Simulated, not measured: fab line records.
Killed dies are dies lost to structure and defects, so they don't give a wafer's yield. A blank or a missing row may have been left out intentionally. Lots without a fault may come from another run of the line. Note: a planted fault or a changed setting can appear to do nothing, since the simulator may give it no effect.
A lot that was struck, set against a sound lot | flow nand harc | 17 steps out of a route of 1159
Sound: wafers L733.1, L733.4, L733.6. Struck: wafers L735.3, L735.6. (L735.4 of the same lot was not struck and is left out.) The cause comes at the end.
Order at every step that has rows: each side's tool, ch and its chambers, its first start. Under that, the readings that differ: sound wafers | struck wafers | difference of the means | sigmas: that difference in standard deviations of wafers without a fault.
alike: readings whose means differ by less than 2 such deviations, and words and numbers that are the same on both sides. not compared: withheld readings, readings that some wafer has no value for, bounds like >300 that may hide the same value, and numbers for which the record gives no deviation and whose values overlap.
The two part at a step that has a row with sigmas, a row that says differs or no value, or rows on one side only. Numbers that have no deviation but don't overlap get no sigmas and don't part them. A reading that every wafer of one side lacks parts them only if that side has two wafers or more.

NHARC_A_M1_INSPECT_11:
  sound: defect inspect-02 at day 19 22:21; struck: defect inspect-01 at day 20 11:18
  alike: raw defect count
NHARC_A_M1_DESCUM_14: chemistry O2, time 3 s.
  sound on rie diel-05 ch 0,1,3, day 19 22:26; struck on rie diel-10 ch 1, day 20 11:22
  alike: drypump motor current A, oes product au, rf vpp V, showerhead plenum p Torr, throttle valve pct
  not compared: rf hours counter h
NHARC_A_M1_ETCH_35: etches the open film in N2/H2, target depth 40 nm, overetch 12 nm, time 43.94 s.
  sound on rie diel-05 ch 0,1,3, day 19 22:31; struck on rie diel-10 ch 0,3, day 20 11:26
  alike: drypump motor current A, oes product au, rf vpp V, showerhead plenum p Torr, throttle valve pct
  not compared: rf hours counter h
then, 1 step without rows for these wafers: NHARC_A_M1_ETCH_15 (etches the open film in C4F8/Ar, target depth 182.5 nm, time 91.2 s).
NHARC_A_M1_CD_MEAS_16:
  sound: cd sem-01 at day 19 22:44; struck: cd sem-02 at day 20 11:40
  alike: cd nm
NHARC_A_M1_STRIP_18: strips in N2/H2.
  sound on rie diel-12 ch 1,3, day 19 22:50; struck on rie diel-05 ch 1, day 20 11:44
  alike: drypump motor current A, oes product au, rf vpp V, showerhead plenum p Torr, throttle valve pct
  not compared: rf hours counter h
NHARC_A_M1_ETCH_28: etches the open film in CF4/N2, target depth 30 nm, time 72.99 s.
  sound: rie diel-12 ch 0,1; struck: rie diel-05 ch 1,3
  alike: drypump motor current A, oes product au, rf vpp V, showerhead plenum p Torr, throttle valve pct
  not compared: rf hours counter h
then, 1 step without rows for these wafers: NHARC_A_M1_STRIP_19 (strips in post etch residue remover, time 600 s).
NHARC_A_M1_DEGAS_29: time 60 s.
  sound: pvd sputter-01 at day 19 23:26; struck: pvd sputter-03 at day 20 12:23
  alike: heater power w
then, 3 steps without rows for these wafers: NHARC_A_M1_PRE_CLEAN_30 (time 30 s); NHARC_A_M1_PVD_20 (deposits TaN, target thk 5 nm, time 8.06 s); NHARC_A_M1_PVD_21 (deposits Cu, target thk 30 nm, time 20.49 s).
NHARC_A_M1_ECD_22: material Cu, target thk 400 nm.
  sound on ecd cu-02 ch 0,1, day 19 23:51; struck on ecd cu-01 ch 0,1, day 20 12:50
then, 1 step without rows for these wafers: NHARC_A_M1_ANNEAL_31 (time 90 s).
NHARC_A_M1_CMP_23: polishes, t overpolish 20 s, target thk 154.34 nm.
  sound on cmp-02 ch 1,2,3, day 20 00:33; struck on cmp-01 ch 2,3, day 20 13:31
  reading                | sound    | struck | difference | sigmas
  time to endpoint s (s) | 34 30 32 | 16 16  | -16        | -5
  alike: edge zone pressure frac, motor current A
NHARC_A_M1_THK_MEAS_24: measures by xrf.
  sound: film metro-01 at day 20 00:50; struck: film metro-01 at day 20 13:48
  alike: thk nm
NHARC_END_SORT_01:
  the record has rows for the sound wafers here (prober-01 ch 0, day 21 10:14) and none for the struck ones

WHERE THEY PART
Earliest at NHARC_A_M1_CMP_23; latest, in this record, at NHARC_END_SORT_01.

WHY: whatever the simulator had introduced
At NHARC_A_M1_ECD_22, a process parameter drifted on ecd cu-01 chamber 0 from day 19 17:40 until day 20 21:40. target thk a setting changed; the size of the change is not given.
